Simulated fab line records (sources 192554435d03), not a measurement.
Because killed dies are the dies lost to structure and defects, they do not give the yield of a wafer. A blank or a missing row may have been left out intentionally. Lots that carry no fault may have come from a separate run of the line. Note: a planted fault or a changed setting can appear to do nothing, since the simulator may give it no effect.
fab line records	flow n5-finfet
[record] lots = 7	wafers = 21
route steps=1938 shown SD_EPI_N@267 SD_EPI_P@295 ILD0@344
start-h: the number of hours between the record's first day and the start of the first shown wafer of the lot	wait-h: time in hours since the lot's previous step	" as in the row above	L1.1+2: one row covering several wafers at once	- value missing, or start not given	* or withheld: withheld	< > ~ a bound
route shown NAME@n: NAME is a module with steps in the file, n the number in the route of the first one	usual: the fault-free wafers' mean and standard deviation	same: alike in all rows	chamber/n: place in a boat	sites: the reading at each site	_std_site: the standard deviation of these	_edge_site: mean of outer sites minus mean of inner sites	radius-mm: for every site, how far away it sits from the centre of the wafer	mask NAME#n: copy n	behind: the tool/chamber that last shaped the wafer	hold: reason for holding the lot/hours on hold/outcome of the hold	device: the transistor (n, p or np) that didn't switch	end of line: tests run on the same wafers once the route is complete	where a step has no rows: the recipe by itself	killed: not the wafer's yield, but the dies lost to structure and defects at the first sort	map: the dies of a wafer, with x for killed, . for not killed, _ for no die there
set.NAME: the setting the step ran with; set.NAME@STEP: the setting that earlier step ran with	model.NAME: the simulator's own value behind a step, which no gauge read
lots with deliberately changed settings; one table per step, one row per wafer
[[steps]]
[step N5_SD_EPI_N_EXPOSE_06]
[recipe] mask-id = SD_N_BLK	na = 1.35	source-shape = conventional	sigma-outer = 0.8	polarization = unpolarized	target-cd-nm = 120	dose-mj = 39.75
lot.wafer	tool	chamber	start-h	wait-h	mask	set.dose-mj
L076.1+4	arfi-scanner-03	0	62.29	-	SD_N_BLK#0	38.16
L076.5	"	0	"	"	SD_N_BLK#0	39.75
L079.3+6	arfi-scanner-02	0	81.05	-	SD_N_BLK#0	39.75
L079.4	"	0	"	"	SD_N_BLK#0	42.52
L080.4+5+6	arfi-scanner-02	0	90.15	-	SD_N_BLK#0	39.75
L084.1+4+5	arfi-scanner-01	0	111.03	-	SD_N_BLK#0	39.75
L090.1+4	arfi-scanner-03	0	145.60	-	SD_N_BLK#0	39.75
L090.2	"	0	"	"	SD_N_BLK#0	38.77
L095.1+2+4	arfi-scanner-02	0	175.09	-	SD_N_BLK#0	36.78
L097.1+5	arfi-scanner-03	0	190.03	-	SD_N_BLK#0	37.68
L097.6	"	0	"	"	SD_N_BLK#0	39.75
[step N5_SD_EPI_N_PEB_07]
[recipe] peb-temp-c = 110	peb-time-s = 60	resist = CAR-ArF-block
[step N5_SD_EPI_N_DEVELOP_08]
[recipe] develop-time-s = 30	developer = TMAH	resist = CAR-ArF-block	dev-temp-c = 23	rinse-liquid = diw	dry = air-spin
[step N5_SD_EPI_N_CD_MEAS_09]
[recipe] target-cd-nm = 120	landing-energy-ev = 500	detector = se-inlens
[usual] cd-nm = 120.1/0.58
lot.wafer	tool	chamber	start-h	wait-h	set.dose-mj@SD_EPI_N_EXPOSE_06	cd-nm
L076.1	cd-sem-03	0	62.41	-	38.16	116.8
L076.4	"	0	"	"	38.16	116.6
L076.5	"	0	"	"	39.75	119.1
L079.3	cd-sem-02	0	81.17	-	39.75	120.4
L079.4	"	0	"	"	42.52	125.0
L079.6	"	0	"	"	39.75	120.1
L080.4	cd-sem-01	0	90.26	-	39.75	121.0
L080.5	"	0	"	"	39.75	121.1
L080.6	"	0	"	"	39.75	120.3
L084.1	cd-sem-01	0	111.16	-	39.75	121.2
L084.4	"	0	"	"	39.75	120.6
L084.5	"	0	"	"	39.75	121.6
L090.1	cd-sem-01	0	145.72	-	39.75	119.0
L090.2	"	0	"	"	38.77	118.5
L090.4	"	0	"	"	39.75	119.7
L095.1	cd-sem-01	0	175.21	-	36.78	114.9
L095.2	"	0	"	"	36.78	114.2
L095.4	"	0	"	"	36.78	115.1
L097.1	cd-sem-02	0	190.15	-	37.68	116.7
L097.5	"	0	"	"	37.68	117.1
L097.6	"	0	"	"	39.75	120.6
[step N5_SD_EPI_N_DESCUM_14]
[recipe] chemistry = O2	time-s = 7.9	source-power-w = 50	bias-power-w = 20	pressure-mtorr = 20	rf-frequency-hz = 2.712e+07	temp-c = 40	resist = CAR-ArF-block	o2-flow-sccm = 225
lot.wafer	tool	chamber	start-h	wait-h	set.dose-mj@SD_EPI_N_EXPOSE_06	model.SD_EPI_N.cd-nm
L076.1+4	rie-diel-03	3,0	62.50	0.0	38.16	116.6
L076.5	"	3	"	"	39.75	119
L079.3	rie-diel-01	1	81.25	0.0	39.75	120.4
L079.4	"	1	"	"	42.52	125.2
L079.6	"	0	"	"	39.75	120.2
L080.4+5	rie-diel-03	2	90.41	0.1	39.75	121
L080.6	"	3	"	"	39.75	120
L084.1	rie-diel-04	3	111.24	0.0	39.75	121.2
L084.4	"	0	"	"	39.75	120.6
L084.5	"	3	"	"	39.75	121.6
L090.1	rie-diel-04	1	145.87	0.1	39.75	119
L090.2	"	0	"	"	38.77	118.4
L090.4	"	1	"	"	39.75	119.6
L095.1	rie-diel-03	1	175.35	0.1	36.78	114.6
L095.2	"	2	"	"	36.78	114.2
L095.4	"	1	"	"	36.78	114.8
L097.1	rie-diel-03	2	190.52	0.3	37.68	116.6
L097.5	"	0	"	"	37.68	117.2
L097.6	"	2	"	"	39.75	120.6
[step N5_SD_EPI_N_ETCH_34]
[recipe] chemistry = CF4	target = SiARC	target-depth-a = 455	mask-material = CAR-ArF-block	time-s = 75.8	ion-energy-ev = 80	pressure-mtorr = 40	source-w = 545	bias-w = 36	Ar_flow_sccm = 100	cf4-flow-sccm = 100	ends = cleared
[usual] etch-rf-on-time-s = 75.6/1.1
lot.wafer	tool	chamber	start-h	wait-h	set.spin-rpm@SD_EPI_N_COAT_33	set.dose-mj@SD_EPI_N_EXPOSE_06	etch-rf-on-time-s	model.SD_EPI_N.cd-nm	model.CAR-ArF-block_of_SD_EPI_N_COAT_03.thk-nm	model.etch.depth-nm
L076.1	rie-diel-03	3	62.53	0.0	1500	38.16	75.6	116.8	111	35.07
L076.4	"	0	"	"	1500	38.16	76.0	116.6	111	35.13
L076.5	"	3	"	"	1500	39.75	75.0	119	110.8	35.1
L079.3	rie-diel-01	1	81.29	0.0	1500	39.75	74.7	120.4	111.6	34.98
L079.4	"	1	"	"	1500	42.52	74.8	125.2	111.6	35.04
L079.6	"	0	"	"	1571	39.75	73.4	120	112.8	34.13
L080.4	rie-diel-03	2	90.45	0.0	1500	39.75	76.1	120.6	111	34.82
L080.5	"	2	"	"	1500	39.75	76.6	121	110.2	34.96
L080.6	"	3	"	"	1500	39.75	75.5	120	110.6	34.86
L084.1	rie-diel-04	3	111.28	0.0	1500	39.75	78.3	121.2	111.6	35.01
L084.4	"	0	"	"	1611	39.75	75.7	120.4	112.6	33.9
L084.5	"	3	"	"	1500	39.75	78.2	121.4	111.2	34.91
L090.1	rie-diel-04	1	145.90	0.0	1547	39.75	74.5	118.8	112	34.55
L090.2	"	0	"	"	1547	38.77	76.0	118.2	111.4	34.65
L090.4	"	1	"	"	1500	39.75	76.3	119.4	111.2	35.09
L095.1	rie-diel-03	1	175.40	0.0	1500	36.78	75.4	114.6	110.6	35.14
L095.2	"	2	"	"	1404	36.78	79.6	114.2	109.6	36.42
L095.4	"	1	"	"	1404	36.78	78.1	115	109.4	36.39
L097.1	rie-diel-03	2	190.56	0.0	1500	37.68	76.4	116.6	111.2	34.98
L097.5	"	0	"	"	1500	37.68	75.3	117	110.8	34.99
L097.6	"	2	"	"	1344	39.75	80.9	120.8	109.4	36.87
[step N5_SD_EPI_N_ETCH_35]
[recipe] chemistry = N2/H2	target = SOC	overetch-a = 1080	mask-material = SiARC	temp-c = 40	ion-energy-ev = 100	source-w = 3000	bias-w = 133	pressure-mtorr = 20	time-s = 486	n2-flow-sccm = 200	h2-flow-sccm = 200
lot.wafer	tool	chamber	start-h	wait-h	set.spin-rpm@SD_EPI_N_COAT_33	set.dose-mj@SD_EPI_N_EXPOSE_06	model.SD_EPI_N.cd-nm	model.SiARC_of_SD_EPI_N_COAT_33.thk-nm
L076.1	rie-diel-03	3	62.59	0.0	1500	38.16	117.4	19.8
L076.4	"	0	"	"	1500	38.16	116.2	19.8
L076.5	"	3	"	"	1500	39.75	119	19.8
L079.3	rie-diel-01	1	81.34	0.0	1500	39.75	120	19.4
L079.4	"	1	"	"	1500	42.52	125.6	19.4
L079.6	"	0	"	"	1571	39.75	119.8	18.8
L080.4	rie-diel-03	2	90.50	0.0	1500	39.75	119.4	19.8
L080.5	"	2	"	"	1500	39.75	121	19.6
L080.6	"	3	"	"	1500	39.75	119.6	19.6
L084.1	rie-diel-04	3	111.33	0.0	1500	39.75	120	20.2
L084.4	"	0	"	"	1611	39.75	120	18.6
L084.5	"	3	"	"	1500	39.75	120.6	20
L090.1	rie-diel-04	1	145.96	0.0	1547	39.75	119	19.4
L090.2	"	0	"	"	1547	38.77	117.4	19.6
L090.4	"	1	"	"	1500	39.75	120	19.8
L095.1	rie-diel-03	1	175.49	0.1	1500	36.78	114	19.8
L095.2	"	2	"	"	1404	36.78	113.2	21.6
L095.4	"	1	"	"	1404	36.78	114.8	21
L097.1	rie-diel-03	2	190.61	0.0	1500	37.68	115.8	20
L097.5	"	0	"	"	1500	37.68	117.4	19.6
L097.6	"	2	"	"	1344	39.75	120.6	22
[step N5_SD_EPI_N_STRIP_36]
[recipe] chemistry = N2/H2	temp-c = 40	n2-flow-sccm = 200	h2-flow-sccm = 200	rf-frequency-hz = 6e+07
[step N5_SD_EPI_N_ETCHBACK_44]
[recipe] chemistry = CH3F/O2	mode = anisotropic-etchback	target = SiNx	target-depth-a = 145	stop-on = SiO2	over-etch-frac = 0.3	ion-energy-ev = 120	pressure-mtorr = 30	source-w = 395	bias-w = 73	Ar_flow_sccm = 150	CH3F_flow_sccm = 30	O2_flow_sccm = 20
lot.wafer	tool	chamber	start-h	wait-h	set.spin-rpm@SD_EPI_N_COAT_33	model.SiARC_of_SD_EPI_N_COAT_33.thk-nm
L076.1+4+5	rie-diel-03	3,0,3	62.91	0.0	1500	16
L079.3+4	rie-diel-01	1	81.67	0.0	1500	15.6
L079.6	"	0	"	"	1571	15
L080.4+5	rie-diel-03	2	90.83	0.0	1500	16
L080.6	"	3	"	"	1500	15.8
L084.1	rie-diel-04	3	111.66	0.0	1500	16.6
L084.4	"	0	"	"	1611	14.8
L084.5	"	3	"	"	1500	16.4
L090.1	rie-diel-04	1	146.28	0.0	1547	15.6
L090.2	"	0	"	"	1547	15.8
L090.4	"	1	"	"	1500	16
L095.1	rie-diel-03	1	175.97	0.0	1500	16
L095.2	"	2	"	"	1404	17.8
L095.4	"	1	"	"	1404	17.2
L097.1	rie-diel-03	2	190.94	0.0	1500	16.2
L097.5	"	0	"	"	1500	15.8
L097.6	"	2	"	"	1344	18.2
[step N5_SD_EPI_N_ETCH_45]
[recipe] chemistry = CH3F/O2	target = SiOCN	target-depth-a = 60	mask-material = SOC	ion-energy-ev = 60	bias-w = 29	pressure-mtorr = 15	source-w = 410	Ar_flow_sccm = 150	CH3F_flow_sccm = 30	O2_flow_sccm = 20
[step N5_SD_EPI_N_ETCH_16]
[recipe] chemistry = CHF3/O2	target = SiO2	target-depth-a = 50	mask-material = SOC	pressure-mtorr = 30	source-w = 650	bias-w = 170	Ar_flow_sccm = 200	CHF3_flow_sccm = 50	O2_flow_sccm = 5	ion-energy-ev = 200
lot.wafer	tool	chamber	start-h	wait-h	set.dose-mj@SD_EPI_N_EXPOSE_06	model.SD_EPI_N.cd-nm
L076.1	rie-diel-03	3	63.11	0.1	38.16	117.2
L076.4	"	0	"	"	38.16	116.2
L076.5	"	3	"	"	39.75	119
L079.3	rie-diel-01	1	81.87	0.1	39.75	120
L079.4	"	1	"	"	42.52	125.6
L079.6	"	0	"	"	39.75	119.8
L080.4	rie-diel-03	2	91.03	0.1	39.75	119.4
L080.5	"	2	"	"	39.75	121
L080.6	"	3	"	"	39.75	119.8
L084.1+4	rie-diel-04	3,0	111.86	0.1	39.75	120.2
L084.5	"	3	"	"	39.75	120.8
L090.1	rie-diel-04	1	146.48	0.1	39.75	119
L090.2	"	0	"	"	38.77	117.4
L090.4	"	1	"	"	39.75	120
L095.1	rie-diel-03	1	176.27	0.1	36.78	114
L095.2	"	2	"	"	36.78	113.2
L095.4	"	1	"	"	36.78	114.8
L097.1	rie-diel-03	2	191.14	0.1	37.68	115.8
L097.5	"	0	"	"	37.68	117.4
L097.6	"	2	"	"	39.75	120.6
[step N5_SD_EPI_N_EPI_21]
[recipe] material = Si:P	dopant = P	temp-c = 680	pressure-torr = 255	time-s = 690
lot.wafer	tool	chamber	start-h	wait-h	set.temp-c	model.Si-P_of_SD_EPI_N_EPI_21.thk-nm
L076.1	epi-rpcvd-04	0	64.35	0.2	680	59
L076.4	"	0	65.47	1.2	678.3	57.6
L076.5	"	0	"	"	678.3	57.2
L079.3	epi-rpcvd-03	0	83.48	0.7	680	58.6
L079.4	"	0	"	"	677.4	56.4
L079.6	"	0	"	"	680	59.2
L080.4	epi-rpcvd-02	0	93.11	0.9	680	59.2
L080.5	"	0	"	"	680	59.6
L080.6	"	0	"	"	680	59
L084.1	epi-rpcvd-03	0	112.92	0.1	684.4	64
L084.4	"	0	"	"	680	59.2
L084.5	"	0	"	"	684.4	63
L090.1	epi-rpcvd-02	0	147.54	0.1	680	59.6
L090.2	"	0	"	"	680	59
L090.4	"	0	"	"	680	59.4
L095.1	epi-rpcvd-04	0	177.36	0.1	683.1	61.8
L095.2	"	0	"	"	680	58.8
L095.4	"	0	"	"	683.1	63
L097.1+5+6	epi-rpcvd-03	0	192.37	0.2	680	58.8
[step N5_SD_EPI_N_EPI_MEAS_23]
[recipe] mode = xrd
[usual] thk-nm = 59.1/1.1
lot.wafer	tool	chamber	start-h	wait-h	set.temp-c@SD_EPI_N_EPI_21	thk-nm
L076.1	film-metro-01	-	66.63	1.9	680	59.1
L076.4	"	-	"	"	678.3	57.8
L076.5	"	-	"	"	678.3	57.1
L079.3	film-metro-02	-	84.64	0.9	680	58.3
L079.4	"	-	"	"	677.4	56.8
L079.6	"	-	"	"	680	58.7
L080.4	film-metro-01	-	93.99	0.6	680	58.5
L080.5	"	-	"	"	680	59.1
L080.6	"	-	"	"	680	58.2
L084.1	film-metro-02	-	114.63	1.4	684.4	65.1
L084.4	"	-	"	"	680	59.0
L084.5	"	-	"	"	684.4	64.5
L090.1	film-metro-01	-	149.25	1.4	680	60.3
L090.2	"	-	"	"	680	58.7
L090.4	"	-	"	"	680	59.2
L095.1	film-metro-01	-	179.08	1.4	683.1	61.5
L095.2	"	-	"	"	680	58.2
L095.4	"	-	"	"	683.1	62.3
L097.1	film-metro-01	-	194.67	1.9	680	58.9
L097.5	"	-	"	"	680	56.6
L097.6	"	-	"	"	680	58.8
[step N5_SD_EPI_P_COAT_34]
[recipe] resist = SOC	temp-c = 250	time-s = 60	spin-rpm = 1500	resist-thk-nm = 350
lot.wafer	tool	chamber	start-h	wait-h	set.spin-rpm	model.SOC_of_SD_EPI_P_COAT_34.thk-nm
L076.1	litho-track-04	0	67.27	0.0	1630	336.6
L076.4	"	0	"	"	1630	335.8
L076.5	"	0	"	"	1630	335.6
L079.3	litho-track-02	0	85.27	0.0	1500	349.4
L079.4	"	0	"	"	1500	350.2
L079.6	"	0	"	"	1500	350
L080.4	litho-track-02	0	94.57	0.0	1500	349.8
L080.5	"	0	"	"	1500	348.8
L080.6	"	0	"	"	1500	350.2
L084.1	litho-track-02	0	115.22	0.0	1500	349.6
L084.4	"	0	"	"	1500	349.8
L084.5	"	0	"	"	1500	349.2
L090.1	litho-track-02	0	149.84	0.0	1583	340.6
L090.2	"	0	"	"	1500	349.4
L090.4	"	0	"	"	1500	349.6
L095.1+2	litho-track-01	0	179.72	0.0	1500	350.4
L095.4	"	0	"	"	1443	357.4
L097.1	litho-track-02	0	195.26	0.0	1500	349.2
L097.5	"	0	"	"	1544	344.2
L097.6	"	0	"	"	1544	345.6
[step N5_SD_EPI_P_COAT_35]
[recipe] resist = SiARC	temp-c = 220	time-s = 60	spin-rpm = 1500	resist-thk-nm = 35
[step N5_SD_EPI_P_COAT_03]
[recipe] resist = CAR-ArF-block	spin-rpm = 1500	resist-thk-nm = 150
[step N5_SD_EPI_P_EPI_21]
[recipe] material = SiGe:B	dopant = B	temp-c = 550	pressure-torr = 20	ambient = H2	time-s = 355
[step N5_SD_EPI_P_HM_STRIP_48]
[recipe] chemistry = H3PO4	temp-c = 160	material = SiNx	target = SiNx	target-depth-a = 30	overetch-fraction = 0.3
lot.wafer	tool	chamber	start-h	wait-h	set.temp-c@SD_EPI_N_EPI_21	model.Si-P_of_SD_EPI_N_EPI_21.thk-nm
L076.1	wet-bench-05	6	72.15	0.0	680	58.4
L076.4	"	3	"	"	678.3	56.8
L076.5	"	1	"	"	678.3	56.4
L079.3	wet-bench-05	0	89.18	0.0	680	58
L079.4	"	6	"	"	677.4	55.6
L079.6	"	5	"	"	680	58.4
L080.4	wet-bench-05	3	98.60	0.0	680	58.6
L080.5	"	2	"	"	680	59
L080.6	"	1	"	"	680	58.4
L084.1	wet-bench-05	1	119.26	0.0	684.4	63.4
L084.4	"	2	"	"	680	58.6
L084.5	"	4	"	"	684.4	62.4
L090.1	wet-bench-02	1	155.55	0.0	680	59
L090.2	"	5	"	"	680	58.2
L090.4	"	3	"	"	680	58.6
L095.1	wet-bench-01	0	184.97	0.0	683.1	61.2
L095.2	"	2	"	"	680	58.2
L095.4	"	4	"	"	683.1	62.4
L097.1+5	wet-bench-05	1,6	199.44	0.0	680	58.2
L097.6	"	4	"	"	680	58
[step N5_ILD0_CMP_12]
[recipe] stop-on = poly-Si	material = SiNx	t-overpolish-s = 6	post-cmp-clean = alkaline-brush	down-force-psi = 2.5	platen-rpm = 51.8	pad-velocity-m-s = 1.0307	target-thk-nm = 17.67
[usual] time-to-endpoint-s = 29.3/2.2
lot.wafer	tool	chamber	start-h	wait-h	set.down-force-psi	time-to-endpoint-s
L076.1	cmp-01	1	79.96	1.1	2.5	29.3
L076.4	"	3	"	"	3.051	24.3
L076.5	"	1	"	"	3.051	20.5
L079.3	cmp-02	0	96.87	1.1	2.5	30.8
L079.4	"	1	"	"	2.008	38.2
L079.6	"	0	"	"	2.008	36.9
L080.4	cmp-04	2	105.81	1.2	2.5	31.0
L080.5	"	0	"	"	2.5	30.8
L080.6	"	1	"	"	2.5	29.6
L084.4	cmp-04	2	126.17	0.0	2.5	31.2
L084.1	"	1	"	"	1.987	35.7
L084.5	"	2	"	"	1.987	37.6
L090.1	cmp-02	1	162.55	1.1	2.5	30.0
L090.2	"	2	"	"	2.646	28.7
L090.4	"	0	"	"	2.5	31.4
L095.1	cmp-02	2	193.10	1.1	2.5	28.5
L095.2	"	0	"	"	2.5	31.4
L095.4	"	1	"	"	2.105	35.6
L097.1	cmp-04	0	222.41	1.1	2.5	30.5
L097.6	"	0	"	"	2.349	30.8
L097.5	"	1	"	"	2.349	31.2
[[key]]
[split] step = N5_SD_EPI_N_EXPOSE_06	setting = dose-mj	stated = 39.75	by = wafer
[response] step = N5_SD_EPI_N_CD_MEAS_09	reading = cd-nm	change = +0.656	per = 1%	r = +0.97
[response] step = N5_SD_EPI_N_DESCUM_14	reading = model.SD_EPI_N.cd-nm	change = +0.667	per = 1%	r = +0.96
[response] step = N5_SD_EPI_N_ETCH_34	reading = model.SD_EPI_N.cd-nm	change = +0.686	per = 1%	r = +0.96
[response] step = N5_SD_EPI_N_ETCH_35	reading = model.SD_EPI_N.cd-nm	change = +0.762	per = 1%	r = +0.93
[response] step = N5_SD_EPI_N_ETCH_16	reading = model.SD_EPI_N.cd-nm	change = +0.766	per = 1%	r = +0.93
[split] step = N5_SD_EPI_N_EPI_21	setting = temp-c	stated = 680	by = wafer
[response] step = N5_SD_EPI_N_EPI_21	reading = model.Si-P_of_SD_EPI_N_EPI_21.thk-nm	change = +6.92	per = 1%	r = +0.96
[response] step = N5_SD_EPI_N_EPI_MEAS_23	reading = thk-nm	change = *	per = 1%	r = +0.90
[response] step = N5_SD_EPI_P_HM_STRIP_48	reading = model.Si-P_of_SD_EPI_N_EPI_21.thk-nm	change = +7.03	per = 1%	r = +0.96
[split] step = N5_SD_EPI_P_COAT_34	setting = spin-rpm	stated = 1500	by = wafer
[response] step = N5_SD_EPI_P_COAT_34	reading = model.SOC_of_SD_EPI_P_COAT_34.thk-nm	change = -1.65	per = 1%	r = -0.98
[split] step = N5_ILD0_CMP_12	setting = down-force-psi	stated = 2.5	by = wafer
[response] step = N5_ILD0_CMP_12	reading = time-to-endpoint-s	change = *	per = 1%	r = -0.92
split outside-this-file step=N5_SD_EPI_N_COAT_33 setting=spin-rpm
// split outside-this-file: this setting was split too, and the file shows its column; the key of that split is in another file
